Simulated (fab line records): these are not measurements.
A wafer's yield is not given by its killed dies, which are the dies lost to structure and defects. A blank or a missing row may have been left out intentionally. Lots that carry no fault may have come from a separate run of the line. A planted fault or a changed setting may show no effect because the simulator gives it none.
fab line records | flow nand-harc
record: lots: 6 wafers: 18 last-day: 34
route steps=1302 shown A_WL_FILL@956 END@1302
lots untouched by any fault: they come from a run of this same line in which no faults occurred
start-h: hours from the record's opening day to when the first of the lot's shown wafers began | wait-h: hours from the lot's prior step to this one | " as in the row above | L1.1+2: a row that stands for several wafers | - either no value or no given start | * or withheld: withheld | < > ~ a bound
route shown NAME@n: a module of which the file shows steps, and the number in the route of the first | usual: average and standard deviation across the fault-free wafers | same: alike in all rows | chamber/n: place in a boat | sites: readings site by site | _std_site: standard deviation of those values | _edge_site: outer sites' mean less inner sites' | radius-mm: how far each site lies from the wafer's centre | mask NAME#n: copy n | behind: the most recent tool/chamber to have shaped the wafer | hold: what put the lot on hold/how long, in hours/how the hold closed | device: the n, p or np transistor that did not switch | end of line: at the end of the route, the tests of the same wafers | a step with no rows: only its recipe | killed: dies that structure and defects cost at the first sort, which is not the same as the wafer's yield | map: the dies of a wafer, with x for killed, . for not killed, _ for no die there
set.NAME: the setting the step ran with; set.NAME@STEP: the setting that earlier step ran with | model.NAME: the simulator's own value behind a step, which no gauge read
certain route steps with their lots: each step a table, each wafer a row
services: a tool's chamber out of use, with start hour (start-h, from the record's first day; less than 0 if before it), hours out, and reason
== steps ==
step: NHARC_A_WL_FILL_CVD_03
recipe: target-thk-a: 400 temp-c: 300 pressure-torr: 40 wf6-flow-sccm: 40 h2-flow-sccm: 1600 ar-flow-sccm: 1560 time-s: 279 material: W
step: NHARC_A_WL_FILL_ETCHBACK_04
recipe: target-depth-a: 600 time-s: 120 chemistry: NF3
usual: drypump-motor-current-A: 5.47/0.16 he-backside-leak-sccm: 3.45/0.28 oes-product-au: 1.001/0.0075 run-length-s: 141.5/0.36
columns lot.wafer tool chamber start-h wait-h drypump-motor-current-A he-backside-leak-sccm oes-product-au rf-hours-counter-h run-length-s
L137.3 rie-metal-01 0 517.42 0.3 5.54 3.52 1.004 - 141.6
L137.6 " 1 " " 5.70 3.61 0.989 - 141.2
L137.5 " 0 " " 5.55 3.51 1.005 - 142.5
L143.2 rie-metal-03 0 579.77 0.3 5.31 2.94 1.000 1.2 141.3
L143.4 " 0 " " 5.30 3.10 0.991 - 141.6
L143.5 " 1 " " 5.32 3.80 1.006 - 141.8
L147.1 rie-metal-01 0 622.61 0.4 5.56 3.67 0.998 0.5 141.7
L147.3 " 0 " " 5.57 3.70 1.006 - 141.8
L147.6 " 0 " " 5.54 3.67 0.988 - 141.8
L148.2 rie-metal-03 1 635.42 0.4 5.32 3.73 1.003 - 141.7
L148.3 " 1 " " 5.32 3.82 1.001 - 141.2
L148.6 " 1 " " 5.32 3.60 0.992 - 141.4
L154.2 rie-metal-01 1 667.36 0.3 5.66 3.69 1.006 1.8 141.2
L154.4 " 0 " " 5.55 3.58 0.999 - 142.1
L154.5 " 0 " " 5.54 3.67 1.005 - 141.6
L155.1 rie-metal-01 1 697.96 0.3 5.70 3.79 1.004 2.3 141.1
L155.2 " 0 " " 5.56 3.60 1.013 2.3 141.9
L155.6 " 0 " " 5.57 3.72 1.001 - 141.7
step: NHARC_A_WL_FILL_ETCHBACK_05
recipe: target-depth-a: 220 time-s: 60 temp-c: 40 chemistry: Cl2/BCl3
usual: drypump-motor-current-A: 5.47/0.16 he-backside-leak-sccm: 3.45/0.28 oes-product-au: 1.000/0.0091 run-length-s: 81.5/0.34
columns lot.wafer tool chamber start-h wait-h drypump-motor-current-A he-backside-leak-sccm oes-product-au rf-hours-counter-h run-length-s
L137.3 rie-metal-01 0 517.59 0.1 5.53 3.66 0.991 - 81.9
L137.5 " 0 " " 5.54 3.72 0.995 - 81.8
L137.6 " 1 " " 5.65 3.91 0.994 - 81.3
L143.2 rie-metal-03 1 580.03 0.2 5.32 3.65 1.011 1.3 81.2
L143.4 " 0 " " 5.33 3.16 1.012 - 82.0
L143.5 " 0 " " 5.32 3.31 0.997 - 81.7
L147.1 rie-metal-01 1 622.87 0.2 5.69 3.97 1.005 0.7 81.3
L147.3 " 1 " " 5.69 3.64 1.011 - 81.3
L147.6 " 0 " " 5.53 3.50 0.992 - 81.7
L148.2 rie-metal-03 0 635.81 0.3 5.31 3.15 0.993 1.7 82.0
L148.3 " 0 " " 5.30 3.20 1.000 - 81.4
L148.6 " 1 " " 5.30 3.31 1.005 - 81.3
L154.2 rie-metal-01 1 667.61 0.2 5.66 3.67 1.006 1.9 81.1
L154.4 " 1 " " 5.68 3.49 1.015 - 81.5
L154.5 " 1 " " 5.67 3.13 1.009 - 81.5
L155.1 rie-metal-01 0 698.20 0.2 5.53 3.73 1.008 2.4 81.8
L155.2 " 1 " " 5.65 3.50 1.000 2.4 81.6
L155.6 " 1 " " 5.64 3.55 0.991 - 81.4
step: NHARC_A_WL_FILL_STRIP_27
recipe: power-w: 1500 temp-c: 250 time-s: 20 chemistry: N2/H2
usual: drypump-motor-current-A: 6.0/0.39 heater-power-w: 311/22
columns lot.wafer tool chamber start-h wait-h drypump-motor-current-A heater-power-w rf-hours-counter-h
L137.3 plasma-asher-02 1 517.75 0.1 5.6 341 -
L137.5 " 1 " " 5.6 348 -
L137.6 " 0 " " 6.1 303 -
L143.2 plasma-asher-02 1 580.18 0.1 5.5 338 28
L143.4 " 0 " " 6.2 288 -
L143.5 " 1 " " 5.6 350 -
L147.1 plasma-asher-02 0 623.05 0.2 6.2 289 3
L147.3 " 1 " " 5.5 316 -
L147.6 " 0 " " 6.2 288 -
L148.2 plasma-asher-02 1 635.96 0.1 5.6 314 5
L148.3 " 0 " " 6.2 278 -
L148.6 " 0 " " 6.2 297 -
L154.2 plasma-asher-02 1 667.74 0.1 5.6 313 12
L154.4 " 0 " " 6.2 294 -
L154.5 " 0 " " 6.2 286 -
L155.2 plasma-asher-02 0 698.34 0.1 6.2 281 18
L155.1 " 1 " " 5.6 317 18
L155.6 " 0 " " 6.2 294 -
step: NHARC_A_WL_FILL_STRIP_28
recipe: time-s: 1200 temp-c: 72.5 chemistry: post-etch-residue-remover
step: NHARC_A_WL_FILL_PRECLEAN_06
recipe: time-s: 300 chemistry: DIW
step: NHARC_A_WL_FILL_SRD_07
step: NHARC_A_WL_FILL_ANNEAL_08
recipe: temp-c: 450 time-s: 1800
step: NHARC_A_WL_FILL_ALD_10
recipe: target-thk-a: 500 pulse-time-s: 10 ald-cycles: 500 temp-c: 300 material: SiO2
usual: heater-power-w: 485/53 precursor-pulse-height-rel: 1.001/0.02
columns lot.wafer tool chamber start-h wait-h heater-power-w precursor-pulse-height-rel
L137.3 ald-hk-04 2 523.61 0.6 556 0.946
L137.6 " 1 525.15 2.1 525 1.009
L137.5 " 2 " " 548 0.989
L143.4 ald-hk-02 1 585.04 0.0 422 0.993
L143.2 " 0 586.58 1.6 465 0.998
L143.5 " 2 587.60 2.6 509 0.967
L147.1 ald-hk-01 2 628.05 1.1 378 0.998
L147.3 " 3 " " 473 1.003
L147.6 " 0 " " 461 1.031
L148.3 ald-hk-01 0 642.46 0.6 455 1.022
L148.2 " 2 643.49 1.6 378 0.972
L148.6 " 0 644.52 2.6 459 1.025
L154.4 ald-hk-04 0 675.56 0.1 518 0.987
L154.2 " 3 677.10 1.6 431 1.005
L154.5 " 1 678.12 2.6 551 1.013
L155.1 ald-hk-04 3 709.77 0.1 440 0.999
L155.2 " 0 " " 505 0.990
L155.6 " 3 711.85 2.1 416 0.980
step: NHARC_A_WL_FILL_ETCHBACK_16
recipe: target-depth-a: 1200 time-s: 24 c4f8-flow-sccm: withheld o2-flow-sccm: 8 ar-flow-sccm: withheld rf-w: 600 bias-w: 800 chemistry: C4F8/O2/Ar
usual: oes-product-au: 0.987/0.024 rf-fwd-power-W: 590/3.4 rf-vpp-V: 724/4.1 run-length-s: 45.2/0.54
columns lot.wafer tool chamber start-h wait-h oes-product-au rf-fwd-power-W rf-hours-counter-h rf-vpp-V run-length-s
L137.3 rie-diel-09 3 - - 1.000 590 0.3 721 44.9
L137.6 " 2 " " 1.021 593 - 719 44.6
L137.5 " 3 " " 1.005 588 - 721 45.1
L143.2 rie-diel-08 1 - - 0.985 588 1.1 718 45.6
L143.4 " 2 " " 0.970 595 1.5 730 46.2
L143.5 " 3 " " 0.978 583 - 718 44.6
L147.3 rie-diel-09 1 - - 0.936 591 4.1 720 45.4
L147.1 " 3 " " 0.917 587 4.9 720 44.6
L147.6 " 2 " " 0.939 592 - 721 45.3
L148.3 rie-diel-11 2 - - 0.980 590 0.7 731 45.7
L148.2 " 0 " " 0.987 593 0.7 723 44.4
L148.6 " 3 " " 1.004 592 - 720 45.6
L154.2 rie-diel-08 0 - - 0.977 590 7.2 728 45.6
L154.4 " 1 " " 0.997 585 5.6 719 45.6
L154.5 " 2 " " 0.972 594 - 729 45.5
L155.2 rie-diel-08 0 - - 0.996 594 8.4 728 45.1
L155.1 " 1 " " 1.017 586 6.8 718 46.0
L155.6 " 0 " " 1.007 594 - 728 45.4
step: NHARC_A_WL_FILL_STRIP_29
recipe: time-s: 20 o2-flow-sccm: 500 ar-flow-sccm: 0 bias-w: 0 chemistry: O2
step: NHARC_A_WL_FILL_ETCHBACK_17
recipe: target-depth-a: 40 time-s: 26.7 chemistry: Cl2/BCl3
usual: drypump-motor-current-A: 5.45/0.17 he-backside-leak-sccm: 3.37/0.27 oes-product-au: 0.998/0.008 run-length-s: 48.2/0.33
columns lot.wafer tool chamber start-h wait-h drypump-motor-current-A he-backside-leak-sccm oes-product-au rf-hours-counter-h run-length-s
L137.3 rie-metal-01 1 527.97 - 5.62 3.99 0.994 - 48.1
L137.5 " 0 " " 5.52 3.35 1.008 - 48.7
L137.6 " 1 " " 5.64 3.83 1.002 - 47.9
L143.2 rie-metal-03 1 589.86 - 5.34 3.35 1.014 1.4 47.8
L143.4 " 1 " " 5.31 3.42 1.016 - 48.0
L143.5 " 0 " " 5.31 2.91 1.017 - 48.4
L147.1 rie-metal-03 1 631.82 - 5.32 3.56 1.005 2.2 35.0
L147.3 " 1 " " 5.32 3.66 0.995 - 34.9
L147.6 " 1 " " 5.32 3.59 0.991 - 35.1
L148.2 rie-metal-03 0 646.78 - 5.31 3.25 0.983 2.0 35.6
L148.3 " 1 " " 5.30 3.67 1.004 - 35.3
L148.6 " 1 " " 5.29 3.77 0.999 - 35.4
L154.2 rie-metal-01 1 680.40 - 5.65 3.64 1.002 2.2 47.9
L154.4 " 0 " " 5.54 3.48 1.002 - 49.1
L154.5 " 1 " " 5.63 3.29 1.003 - 48.2
L155.2 rie-metal-02 1 714.62 - 5.19 3.01 1.007 1.0 47.7
L155.1 " 0 " " 5.59 3.20 0.998 1.0 48.7
L155.6 " 1 " " 5.19 3.02 1.003 - 48.0
step: NHARC_A_WL_FILL_PRECLEAN_18
recipe: time-s: 30 chemistry: dHF
step: NHARC_END_SORT_01
recipe: temp-c: 25
usual: killed-at-array: 53/18 killed-at-other: 1.0/1.2 killed-at-periphery: 3.6/2.4 killed-dies: 58/18 killed-open: 3.4/1.8 killed-short: 2.3/1.5
same: gross-dies: 677
columns lot.wafer tool chamber start-h wait-h killed-at-array killed-at-other killed-at-periphery killed-dies killed-open killed-short
L137.3 prober-02 0 621.00 3.1 44 1 3 48 4 4
L137.5 prober-02 0 622.60 3.7 45 1 4 50 7 3
L137.6 prober-02 0 623.39 4.0 43 1 5 49 3 7
L143.2 prober-02 0 676.78 2.8 68 1 1 70 4 2
L143.4 prober-02 0 678.37 3.4 67 1 1 69 3 3
L143.5 prober-02 0 679.17 3.7 68 1 3 72 5 4
L147.1 prober-02 0 716.93 2.5 51 0 5 56 3 1
L147.3 prober-02 0 718.53 3.1 70 0 6 76 4 2
L147.6 prober-02 0 720.93 4.0 56 2 8 66 5 3
L148.2 prober-01 0 733.74 2.8 37 1 3 41 2 2
L148.3 prober-01 0 734.56 3.1 35 2 1 38 1 0
L148.6 prober-01 0 737.01 4.1 32 2 0 34 3 1
L154.2 prober-01 0 772.28 2.8 51 0 3 54 4 1
L154.4 prober-01 0 773.90 3.4 50 2 4 56 5 5
L154.5 prober-01 0 774.71 3.8 37 1 1 39 1 2
L155.1 prober-01 0 802.90 2.5 48 0 2 50 3 3
L155.2 prober-01 0 803.69 2.8 39 0 2 41 4 0
L155.6 prober-01 0 806.86 4.0 60 0 2 62 1 6
killed by level:class
L137.3 A_CHANNEL_HOLE_D2:chamber-film-flake=27 A_CONTACT:chamber-film-flake=7 A_CHANNEL_HOLE_D1:chamber-film-flake=2 P_STI:geometric-particle:short=1 P_GATE:geometric-particle:open=1 P_CONTACT:geometric-particle:open=1 A_CHANNEL_HOLE_D1:geometric-particle:short=1 A_ONON_D2:geometric-particle:open=1
L137.5 A_CHANNEL_HOLE_D2:chamber-film-flake=30 A_CHANNEL_HOLE_D1:chamber-film-flake=4 A_CHANNEL_HOLE_D1:geometric-particle:open=3 A_WL_FILL:chamber-film-flake=2 A_CONTACT:chamber-film-flake=2 P_GATE:geometric-particle:open=1 P_CONTACT:geometric-particle:open=1 P_M0:geometric-particle:open=1
L137.6 A_CHANNEL_HOLE_D2:chamber-film-flake=25 A_CONTACT:chamber-film-flake=5 A_CHANNEL_HOLE_D1:chamber-film-flake=3 A_STAIRCASE:chamber-film-flake=3 P_CONTACT:geometric-particle:short=2 P_GATE:geometric-particle:open=1 P_M1:geometric-particle:short=1 A_CHANNEL_FILL_D1:geometric-particle:short=1
L143.2 A_CHANNEL_HOLE_D1:chamber-film-flake=34 A_SLIT:chamber-film-flake=23 A_ZERO_WELL:chamber-film-flake=2 A_CHANNEL_FILL_D2:chamber-film-flake=2 P_STI:geometric-particle:open=1 A_ONON_D1:geometric-particle:open=1 A_CHANNEL_HOLE_D1:geometric-particle:open=1 A_CHANNEL_FILL_D1:geometric-particle:short=1
L143.4 A_CHANNEL_HOLE_D1:chamber-film-flake=26 A_SLIT:chamber-film-flake=22 A_CONTACT:chamber-film-flake=5 A_CHANNEL_FILL_D1:geometric-particle:short=2 A_CHANNEL_FILL_D2:chamber-film-flake=2 A_STAIRCASE:chamber-film-flake=2 A_M1:chamber-film-flake=2 P_CONTACT:geometric-particle:open=1
L143.5 A_CHANNEL_HOLE_D1:chamber-film-flake=31 A_SLIT:chamber-film-flake=20 A_CONTACT:chamber-film-flake=9 A_ONON_D1:geometric-particle:open=2 P_M0:geometric-particle:short=1 P_M0:geometric-particle:open=1 A_CHANNEL_FILL_D1:geometric-particle:short=1 A_DECK1_JOINT:geometric-particle:open=1
L147.1 A_CHANNEL_HOLE_D1:chamber-film-flake=24 A_CHANNEL_HOLE_D2:chamber-film-flake=11 A_SLIT:chamber-film-flake=5 A_STAIRCASE:chamber-film-flake=4 P_M0:geometric-particle:short=1 A_ONON_D1:geometric-particle:open=1 A_CHANNEL_FILL_D2:geometric-particle:open=1 A_M1:geometric-particle:open=1
L147.3 A_CHANNEL_HOLE_D1:chamber-film-flake=36 A_CHANNEL_HOLE_D2:chamber-film-flake=13 A_SLIT:chamber-film-flake=9 P_CONTACT:chamber-film-flake=3 P_ZERO_WELL:chamber-film-flake=2 A_CHANNEL_FILL_D1:geometric-particle:short=1 A_CHANNEL_FILL_D1:geometric-particle:open=1 A_DECK1_JOINT:geometric-particle:open=1
L147.6 A_CHANNEL_HOLE_D1:chamber-film-flake=22 A_CHANNEL_HOLE_D2:chamber-film-flake=14 A_SLIT:chamber-film-flake=6 P_CONTACT:chamber-film-flake=5 P_GATE:chamber-film-flake=2 A_CHANNEL_FILL_D2:chamber-film-flake=2 A_STAIRCASE:chamber-film-flake=2 A_BONDPAD:chamber-film-flake=2
L148.2 A_SLIT:chamber-film-flake=20 A_CHANNEL_HOLE_D1:chamber-film-flake=5 A_CHANNEL_FILL_D2:chamber-film-flake=3 P_GATE:chamber-film-flake=2 A_CHANNEL_FILL_D1:chamber-film-flake=2 A_CONTACT:chamber-film-flake=2 A_CHANNEL_HOLE_D1:geometric-particle:short=1 A_DECK1_JOINT:geometric-particle:open=1
L148.3 A_SLIT:chamber-film-flake=20 A_CHANNEL_HOLE_D1:chamber-film-flake=4 A_CHANNEL_FILL_D2:chamber-film-flake=3 A_CONTACT:chamber-film-flake=3 A_STAIRCASE:chamber-film-flake=2 THIN_TSV:chamber-film-flake=2 P_M0:geometric-particle:open=1 A_CHANNEL_FILL_D1:chamber-film-flake=1
L148.6 A_SLIT:chamber-film-flake=13 A_CHANNEL_HOLE_D1:chamber-film-flake=5 A_CHANNEL_FILL_D2:chamber-film-flake=5 A_CONTACT:chamber-film-flake=3 THIN_TSV:chamber-film-flake=2 A_CHANNEL_HOLE_D2:geometric-particle:open=1 A_CHANNEL_FILL_D2:geometric-particle:open=1 A_WL_FILL:geometric-particle:short=1
L154.2 A_SLIT:chamber-film-flake=21 A_CHANNEL_HOLE_D2:chamber-film-flake=16 A_STAIRCASE:chamber-film-flake=4 A_CONTACT:chamber-film-flake=3 P_M1:geometric-particle:open=1 A_CHANNEL_HOLE_D2:geometric-particle:open=1 A_CHANNEL_FILL_D2:geometric-particle:open=1 A_WL_FILL:geometric-particle:short=1
L154.4 A_SLIT:chamber-film-flake=16 A_CHANNEL_HOLE_D2:chamber-film-flake=14 A_WL_FILL:chamber-film-flake=5 A_CONTACT:chamber-film-flake=5 A_WL_FILL:geometric-particle:short=3 P_M1:geometric-particle:open=2 A_STAIRCASE:chamber-film-flake=2 THIN_TSV:chamber-film-flake=2
L154.5 A_SLIT:chamber-film-flake=19 A_CHANNEL_HOLE_D2:chamber-film-flake=6 A_CONTACT:chamber-film-flake=6 A_WL_FILL:geometric-particle:short=2 A_BLC:geometric-particle:open=1 P_ZERO_WELL:chamber-film-flake=1 A_CHANNEL_HOLE_D1:chamber-film-flake=1 A_STAIRCASE:chamber-film-flake=1
L155.1 A_SLIT:chamber-film-flake=14 A_CHANNEL_HOLE_D2:chamber-film-flake=9 A_CHANNEL_HOLE_D1:chamber-film-flake=6 A_STAIRCASE:chamber-film-flake=6 A_CONTACT:chamber-film-flake=3 A_BONDPAD:chamber-film-flake=3 A_WL_FILL:geometric-particle:short=2 P_M0:geometric-particle:open=1
L155.2 A_SLIT:chamber-film-flake=17 A_CHANNEL_HOLE_D2:chamber-film-flake=6 A_CHANNEL_HOLE_D1:chamber-film-flake=5 A_STAIRCASE:chamber-film-flake=4 A_BONDPAD:chamber-film-flake=4 P_M0:geometric-particle:open=1 A_ONON_D1:geometric-particle:open=1 A_ONON_D2:geometric-particle:open=1
L155.6 A_SLIT:chamber-film-flake=24 A_CHANNEL_HOLE_D2:chamber-film-flake=16 A_CHANNEL_HOLE_D1:chamber-film-flake=5 A_BONDPAD:chamber-film-flake=4 A_STAIRCASE:chamber-film-flake=3 A_CHANNEL_HOLE_D2:geometric-particle:short=2 A_CONTACT:chamber-film-flake=2 P_M0:geometric-particle:open=1
== services ==
columns tool chamber start-h hours kind
rie-diel-09 - 497.10 9.0 pm
rie-diel-08 1 501.24 4.5 repair
rie-diel-08 - 501.71 0.4 repair
rie-metal-03 0 514.65 10.8 repair
rie-metal-03 - 519.14 9.0 pm
ald-hk-02 - 522.71 5.6 repair
ald-hk-02 - 529.03 10.0 pm
rie-diel-09 1 541.84 9.8 repair
rie-diel-08 - 544.80 9.0 pm
plasma-asher-02 - 567.53 2.5 repair
rie-metal-01 - 575.00 9.0 pm
rie-diel-11 2 583.56 12.4 repair
plasma-asher-02 - 603.22 9.0 pm
rie-metal-03 0 604.62 31.0 repair
rie-diel-09 1 611.50 1.5 repair
ald-hk-04 - 615.33 10.0 pm
rie-diel-08 1 632.19 3.8 repair
rie-diel-08 1 639.98 10.3 repair
ald-hk-01 - 653.13 10.0 pm
rie-diel-09 2 674.09 4.5 repair
rie-diel-09 - 674.10 9.0 pm
rie-metal-03 1 690.62 9.2 repair
rie-metal-03 - 696.14 9.0 pm
rie-metal-01 - 708.13 1.5 repair
== key ==
first-sign: step: NHARC_A_WL_FILL_ETCHBACK_17 reading: run-length-s direction: down sigmas: 39 usual: * struck: *
effect none on later readings
met-at NHARC_A_WL_FILL_ETCHBACK_17
struck-wafers L147.1,L147.3,L147.6,L148.2,L148.3,L148.6
tester-left-out L147,L148
onset-between 589.86 631.82
fault: kind: process-parameter-drift tool: rie-metal-03 chamber: - onset-h: 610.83 steps: NHARC_A_WL_FILL_ETCHBACK_17 channel: time-s offset: * shape: step end-h: 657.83 acts-in: * stated: *
tester-left-out: of these lots the tester's yield and bins aren't shown, on N5 and GAA mostly nor the transistor test; their killed dies are dies lost to structure and defects alone, not to doping, threshold or leakage, so they don't give the yield
